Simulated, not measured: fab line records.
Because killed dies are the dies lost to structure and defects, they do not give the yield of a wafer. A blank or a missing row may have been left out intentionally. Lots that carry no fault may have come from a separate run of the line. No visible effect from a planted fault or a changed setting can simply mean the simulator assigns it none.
Split-lot experiment ; flow n5 finfet ; 7 lots, 21 wafers read, on a route of 1938 steps

== THE SPLIT ==
At N5_BEOL_M14_DEP_53 (deposits SiCN from 3MS/NH3, target thk 50 nm, time 17.8 s), the setting time s was moved away from the recipe's 17.8 s on 7 of the 21 wafers read, by -12.9% to +14.7%. This setting was run at the recipe's value on the other wafers.

The reading comes from the split's own step.

== THE READING ==
SiCN_of_BEOL_M14_DEP_53.thk nm (the simulator's own value, which no gauge read), in nm, at N5_BEOL_M14_DEP_53 (deposits SiCN from 3MS/NH3, target thk 50 nm, time 17.8 s). The file does not state a usual value for it. Average 49.9 nm, standard deviation 0.72 nm, over the 14 wafers here run with the recipe.

wafer;tool, chamber at the split;time s as run, s;against the recipe;SiCN_of_BEOL_M14_DEP_53.thk nm, nm;against lot-mates on the recipe
L076.1;pecvd-03, 1;17.8;recipe;48.8;-
L076.4;pecvd-03, 2;17.8;recipe;50.2;-
L076.6;pecvd-03, 0;17.8;recipe;50.6;-
L079.2;pecvd-02, 0,1,0;19.14;+7.5%;53.8;no lot-mate on the recipe
L079.3;pecvd-02, 0,1,0;19.14;+7.5%;53.8;no lot-mate on the recipe
L079.6;pecvd-02, 0,1,0;19.14;+7.5%;53.8;no lot-mate on the recipe
L081.3;pecvd-02, 0;20.41;+14.7%;57.4;+6.7
L081.4;pecvd-02, 1;17.8;recipe;51;-
L081.5;pecvd-02, 0;17.8;recipe;50.4;-
L083.1;pecvd-03, 0;17.8;recipe;50.2;-
L083.3;pecvd-03, 2;17.8;recipe;49.2;-
L083.6;pecvd-03, 2;15.51;-12.9%;44;-5.7
L086.1;pecvd-04, 0;17.8;recipe;49.4;-
L086.2;pecvd-04, 2;17.8;recipe;49;-
L086.3;pecvd-04, 1;17.8;recipe;51;-
L088.4;pecvd-03, 1;17.8;recipe;50.2;-
L088.5;pecvd-03, 0;17.8;recipe;50.4;-
L088.6;pecvd-03, 2;17.8;recipe;49.2;-
L089.1;pecvd-03, 2;17.8;recipe;49.4;-
L089.2;pecvd-03, 0;16.78;-5.7%;47.2;-2.2
L089.6;pecvd-03, 2;16.78;-5.7%;47;-2.4
When a row names more than one chamber, that row covers several wafers, and the file does not tell which wafer ran in which chamber.

FIT RESULTS
A straight line over all 21 wafers: SiCN_of_BEOL_M14_DEP_53.thk nm changes by +0.495 nm for each +1% of time s; r = +0.98; the points scatter about the line by 0.63 nm.
The same after taking each lot's own level away (the mean of its wafers on the recipe; 18 wafers): +0.444 nm for each +1%; r = +0.97; scatter 0.6 nm.
Per that fit: largest time s move, reading shift of 6.5 nm.
The span of the lots' own levels, 49.40 to 50.70 nm, comes to 1.8 times the standard deviation stated above.
So the slope is not independent of the lot-to-lot level: the two fits are not the same.
Check: for one of the wafers moved furthest among these (+14.7%), held out of the fit, the line's prediction against its lot-mates is +6.36 nm. Against them it came out at +6.7 nm.

== OTHER SPLITS ON THESE WAFERS ==
These wafers also went through other splits before the reading. Each is held against what the fit with the lots' levels taken away leaves over:
other split on the same wafers;wafers away from the commonest value;r with SiCN_of_BEOL_M14_DEP_53.thk nm (lot level and that fit taken away)
N5_BEOL_M13_SPUTTER_44 power w;2;-0.05

== FILE'S OWN FIT ==
SiCN_of_BEOL_M14_DEP_53.thk nm changes by +0.447 nm for each +1% of time s, r = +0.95.
